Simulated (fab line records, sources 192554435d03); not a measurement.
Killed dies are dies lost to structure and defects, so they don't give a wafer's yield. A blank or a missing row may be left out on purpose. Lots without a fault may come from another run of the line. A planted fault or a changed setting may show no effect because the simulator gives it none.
A struck lot beside a sound one | flow n5_finfet | 15 steps out of a route of 1938
Sound: wafers L942.1, L942.3, L942.4. Struck: wafer L954.5. (L954.6 of the same lot was not struck and is left out.) The cause comes at the end.
At each step with rows: each side's tool, then ch and its chambers, then its first start. Under that, the readings that differ: sound wafers | struck wafers | difference of the means | sigmas: that difference in standard deviations of wafers without a fault.
alike: readings whose means differ by less than 2 such deviations, and words and numbers that are the same on both sides. not compared: withheld readings, readings that some wafer has no value for, bounds like >300 that may hide the same value, and numbers for which the record gives no deviation and whose values overlap.
The two part at a step that has a row with sigmas, a row that says differs or no value, or rows on one side only. Numbers that don't overlap but have no deviation are shown without sigmas and don't part them. A reading that every wafer of one side lacks parts them only if that side has two wafers or more.

first, 1 step without rows for these wafers: N5_MOL_CONTACT_COAG_STRIP_69 (strips in N2/H2).
N5_MOL_CONTACT_COAG_ETCHBACK_136: etches SiO2 in CHF3, target depth 25 nm, time 16.7 s.
  sound on rie_diel-06 ch 0,1,2, day 6 01:41; struck on rie_diel-01 ch 3, day 9 04:17
  reading                         | sound          | struck | difference | sigmas
  showerhead_plenum_p_Torr (Torr) | 2.50 2.55 2.45 | 2.35   | -0.15      | -3
  alike: drypump_motor_current_A, mfc_ar_sccm, oes_product_au, rf_vpp_V, throttle_valve_pct
  not compared: rf_hours_counter_h
then, 1 step without rows for these wafers: N5_MOL_CONTACT_COAG_STRIP_120 (strips in CHF3).
N5_MOL_CONTACT_COAG_VIA_ETCH_117: etches SiO2 in C4F6/O2, target depth 40 nm, overetch 8 nm, time 26 s.
  sound on rie_diel-06 ch 0,1,2, day 6 01:43; struck on rie_diel-01 ch 3, day 9 04:20
  reading                         | sound                | struck | difference | sigmas
  C4F6_flow_sccm (sccm)           | 10.044 10.005 10.011 | 9.952  | -0.068     | -3
  showerhead_plenum_p_Torr (Torr) | 2.99 3.04 2.93       | 2.81   | -0.18      | -3
  alike: drypump_motor_current_A, mfc_ar_sccm, oes_product_au, rf_vpp_V, throttle_valve_pct
  not compared: rf_hours_counter_h
N5_MOL_CONTACT_COAG_ETCH_124: etches SiNx in CH3F/O2, stops on SiOC, target depth 6.5 nm.
  sound on rie_diel-06 ch 0,1,2, day 6 01:45; struck on rie_diel-01 ch 3, day 9 04:22
  reading                         | sound          | struck | difference | sigmas
  showerhead_plenum_p_Torr (Torr) | 2.10 2.15 2.06 | 1.98   | -0.12      | -3
  alike: drypump_motor_current_A, mfc_ar_sccm, oes_product_au, rf_vpp_V, throttle_valve_pct
  not compared: rf_hours_counter_h
N5_MOL_CONTACT_COAG_ETCH_48: etches SiOC in C4F6/O2, target depth 15 nm, overetch 4.5 nm, time 17 s.
  sound on rie_diel-06 ch 0,1,2, day 6 01:47; struck on rie_diel-01 ch 3, day 9 04:25
  reading                         | sound          | struck | difference | sigmas
  showerhead_plenum_p_Torr (Torr) | 2.99 3.04 2.93 | 2.81   | -0.18      | -3
  alike: C4F6_flow_sccm, drypump_motor_current_A, mfc_ar_sccm, oes_product_au, rf_vpp_V, throttle_valve_pct
  not compared: rf_hours_counter_h
N5_MOL_CONTACT_COAG_STRIP_72: strips in N2/H2.
  sound on rie_diel-06 ch 0,1,2, day 6 01:50; struck on rie_diel-01 ch 3, day 9 04:28
  reading                         | sound             | struck | difference | sigmas
  showerhead_plenum_p_Torr (Torr) | 2.67 2.71 2.62    | 2.51   | -0.16      | -3
  temp_c (C)                      | 40.03 39.93 39.78 | 40.13  | +0.22      | +2
  alike: drypump_motor_current_A, h2_flow_sccm, oes_product_au, rf_vpp_V, throttle_valve_pct
  not compared: rf_hours_counter_h
then, 3 steps without rows for these wafers: N5_MOL_CONTACT_COAG_STRIP_49 (strips in N2/H2, time 30 s); N5_MOL_CONTACT_COAG_PRECLEAN_138 (cleans in alkaline clean, time 60 s); N5_MOL_CONTACT_COAG_SRD_139 (time 30 s).
N5_MOL_CONTACT_COAG_CD_MEAS_101: target cd 16 nm.
  sound on cd_sem-03, day 6 02:04; struck on cd_sem-01, day 9 04:40
  alike: cd_nm
then, 1 step without rows for these wafers: N5_MOL_CONTACT_COAG_PRE_CLEAN_121.
N5_MOL_CONTACT_COAG_CVD_140: deposits W, target thk 66.5 nm, time 215 s.
  sound on cvd_w-02 ch 0,1, day 6 02:12; struck on cvd_w-01 ch 0, day 9 04:57
  reading            | sound             | struck | difference | sigmas
  heater_power_w (W) | 467 472 415       | 570    | +119       | +2
  run_length_s (s)   | 285.1 285.9 286.1 | 139.0  | -146.7     | -99 or more
  not compared: susceptor_temp_C
then, 1 step without rows for these wafers: N5_MOL_CONTACT_COAG_PRECLEAN_127 (cleans in DIW, time 57.5 s).
-- the record jumps here: 2 days lie between the struck wafers' starts before and after (it left off in module MOL_CONTACT_COAG and takes up again in module BEOL_M4, whose first step shown is number 1111 of the route) --
N5_BEOL_M4_RC_MEAS_101:
  sound on prober-02 ch 0, day 8 11:24; struck on prober-02 ch 0, day 11 14:38
  alike: DIBL_N, DIBL_P, IOFF_N, IOFF_P, ION_N, ION_P, SS_N, SS_P, VT_N, VT_P

WHERE THEY PART
First at N5_MOL_CONTACT_COAG_ETCHBACK_136; last, within this record, at N5_MOL_CONTACT_COAG_CVD_140. Later steps at which nothing parts them and some readings are alike: N5_BEOL_M4_RC_MEAS_101.

WHY: what the simulator had put in
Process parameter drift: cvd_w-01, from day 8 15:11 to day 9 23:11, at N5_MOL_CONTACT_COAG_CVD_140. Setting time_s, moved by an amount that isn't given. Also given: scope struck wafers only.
